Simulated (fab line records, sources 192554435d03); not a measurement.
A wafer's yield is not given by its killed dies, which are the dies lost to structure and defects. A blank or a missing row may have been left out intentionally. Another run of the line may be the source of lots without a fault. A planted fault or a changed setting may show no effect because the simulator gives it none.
A struck lot beside a sound one + flow n5Finfet + 15 out of 1938 route steps
Sound: wafers L866.1, L866.5, L866.6. Struck: wafer L878.2 (left out: L878.3, L878.6 of the same lot, which were not struck); the cause appears at the end.
For every step that has rows: the tool of each side, followed by ch and its chambers, followed by its first start. Under that, the readings that differ: sound wafers + struck wafers + difference of the means + sigmas: that difference in standard deviations of wafers without a fault.
alike: a reading whose means differ by less than 2 such deviations, as well as words and numbers matching on both sides. not compared: withheld readings; readings where some wafer has no value; bounds like >300 that might hide an equal value; numbers whose values overlap and for which the record gives no deviation.
Wherever a step has rows on one side only, a row that says differs or no value, or a row with sigmas, the two part there. When numbers do not overlap yet have no deviation, they are printed without sigmas and do not part them. Lack of a reading on every wafer of one side parts them only where that side has two or more wafers.

first, 3 steps without rows for these wafers: N5_FIN_SAQP_STRIP_53 (strips in N2/H2); N5_FIN_SAQP_HM_OPEN_73 (chemistry CHF3/O2, target SiO2, stops on a-Si, target depth 12 nm, time 16.8 s); N5_FIN_SAQP_STRIP_74 (strips in CHF3/O2).
N5_FIN_SAQP_MANDREL_ETCH_22: etches a-Si in HBr/Cl2, stops on SiNx, target depth 60 nm, bt time 10 s, time 30 s.
  sound on rieSi-03 ch 0,2,3, day 4 06:28; struck on rieSi-01 ch 0, day 7 03:53
| reading             | sound             | struck | difference | sigmas |
|---------------------|-------------------|--------|------------|--------|
| oesProductAu (a.u.) | 0.773 0.751 0.782 | 0.738  | -0.031     | -2     |
  alike: drypumpMotorCurrentA, rfFwdPowerW, throttleValvePct
  not compared: rfHoursCounterH
N5_FIN_SAQP_STRIP_55: strips in N2/H2.
  sound on rieDiel-05 ch 1,2, day 4 06:34; struck on rieDiel-03 ch 3, day 7 03:59
  alike: drypumpMotorCurrentA, oesProductAu, rfVppV, showerheadPlenumPTorr, throttleValvePct
  not compared: rfHoursCounterH
then, 3 steps without rows for these wafers: N5_FIN_SAQP_STRIP_23 (strips in SPM, time 750 s); N5_FIN_SAQP_SRD_66 (time 30 s); N5_FIN_SAQP_RECESS_75 (chemistry HF/NH3, target SiO2, target depth 14.4 nm, afs cycles 3, sublimation time 60 s).
N5_FIN_SAQP_SPACER1_ALD_24: deposits SiO2, target thk 20.3 nm, pulse time 1 s, purge time 2 s.
  sound on aldSin-03 ch 0,2,3, day 4 07:17; struck on aldSin-02 ch 1, day 7 04:41
  alike: chamberPressureTorr, heaterPowerOuterW, heaterPowerW, precursorPulseHeightRel
N5_FIN_SAQP_SPACER1_ETCHBACK_25: etches SiO2 in CHF3/O2, target depth 24.4 nm, time 12.2 s.
  sound on rieDiel-03 ch 1,2, day 4 07:59; struck on rieDiel-01 ch 0, day 7 05:25
| reading             | sound          | struck | difference | sigmas |
|---------------------|----------------|--------|------------|--------|
| oesProductAu (a.u.) | 0.72 0.72 0.90 | 0.93   | +0.15      | +2     |
  alike: drypumpMotorCurrentA, rfFwdPowerW, rfVppV, showerheadPlenumPTorr, throttleValvePct
  not compared: rfHoursCounterH
then, 1 step without rows for these wafers: N5_FIN_SAQP_MANDREL1_REMOVE_56 (chemistry HBr/Cl2/O2, target a-Si, stops on SiNx, bt time 10 s).
N5_FIN_SAQP_CD_MEAS_27: the cd target is 20 nm.
  sound on cdSem-01 ch 0, day 4 08:11; struck on cdSem-01 ch 0, day 7 05:37
  alike: cdNm
N5_FIN_SAQP_ETCH_57: etches SiNx in CH3F/O2, target depth 32.5 nm, time 46.4 s.
  sound on rieDiel-05 ch 0,1, day 4 08:14; struck on rieDiel-05 ch 1, day 7 05:43
| reading             | sound             | struck | difference | sigmas |
|---------------------|-------------------|--------|------------|--------|
| etchRfOnTimeS (s)   | 47.2 47.3 45.0    | 81.0   | +34.5      | +31    |
| oesProductAu (a.u.) | 0.66 0.66 0.65    | 0.48   | -0.18      | -3     |
| rfFwdPowerW (W)     | 386.6 387.9 388.6 | 393.1  | +5.4       | +3     |
  alike: drypumpMotorCurrentA, rfVppV, showerheadPlenumPTorr, throttleValvePct
  not compared: rfHoursCounterH
N5_FIN_SAQP_ETCH_65: etches SiO2 in CF4, target depth 4 nm, time 4.4 s.
  sound on rieSi-03 ch 0,1,2, day 4 08:21; struck on rieSi-01 ch 0, day 7 05:50
| reading             | sound             | struck | difference | sigmas |
|---------------------|-------------------|--------|------------|--------|
| oesProductAu (a.u.) | 1.019 0.995 1.011 | 0.958  | -0.050     | -2     |
  alike: cf4FlowSccm, drypumpMotorCurrentA, rfFwdPowerW, throttleValvePct
  not compared: rfHoursCounterH
-- a jump in the record: the struck wafers' starts before and after are 10 days apart (it breaks off in module FIN_SAQP and resumes in module PASSIVATION, where the first step shown is number 1936 of the route) --
N5_PASSIVATION_PROBE_49:
  sound on prober-02, day 14 05:00; struck on prober-01, day 16 21:25
| reading         | sound | struck | difference | sigmas |
|-----------------|-------|--------|------------|--------|
| killed_at_M4_up | 7 6 6 | 21     | +15        | +3     |
  alike: killed_at_M0_to_M3, killedAtContacts, killedAtFrontEnd, killedAtOther, killedDies, killedOpen, killedShort

WHERE THEY PART
Earliest at N5_FIN_SAQP_MANDREL_ETCH_22; latest, in this record, at N5_PASSIVATION_PROBE_49.

WHY: whatever the simulator had introduced
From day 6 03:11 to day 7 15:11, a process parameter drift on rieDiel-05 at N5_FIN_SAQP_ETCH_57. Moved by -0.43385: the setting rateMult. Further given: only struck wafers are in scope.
